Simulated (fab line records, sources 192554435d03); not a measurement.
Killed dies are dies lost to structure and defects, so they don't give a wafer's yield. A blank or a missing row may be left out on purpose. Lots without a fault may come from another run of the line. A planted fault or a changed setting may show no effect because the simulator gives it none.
Chamber matching | flow n5_finfet | N5_BEOL_M8_ETCH_65 on rie_diel-05: 4 sister chambers
The step etches SiARC in CF4, target depth 15.6 nm, time 26 s. 4 wafers are shown with their chamber, then 7 later ones without.

WAFERS WITH THEIR CHAMBER
wafer  | chamber | drypump_motor_current_A (A)
L088.5 | 3       | 6.6
L088.6 | 1       | 5.4
L097.3 | 2       | 5.8
L097.4 | 0       | 6.3

WAFERS WITHOUT THEIR CHAMBER
wafer  | drypump_motor_current_A (A)
L097.5 | 5.8
L091.1 | 5.7
L091.2 | 6.3
L091.3 | 5.4
L092.1 | 6.3
L092.2 | 5.8
L092.5 | 6.3

WHICH CHAMBER EACH WENT THROUGH
wafer  | from the rows above | in truth
L097.5 | 2                   | 2
L091.1 | 2                   | 2
L091.2 | 0                   | 0
L091.3 | 1                   | 1
L092.1 | 0                   | 0
L092.2 | 2                   | 2
L092.5 | 0                   | 0
Placed correctly: 7 of 7. Can't be placed from these rows: 0. Placed wrongly: 0.
How it was worked out, from the rows above alone: a wafer's distance from a chamber is the root of the sum, over the readings, of the square of ((its reading less the chamber's mean) divided by the reading's scatter). The wafer belongs to the nearest chamber; if the next one is less than 2 further off, it can't be placed. A chamber's mean is the mean of its shown wafers. The scatter: with one shown wafer a chamber, the root of the mean of the squares of how far each hidden wafer lies from its nearest shown one.
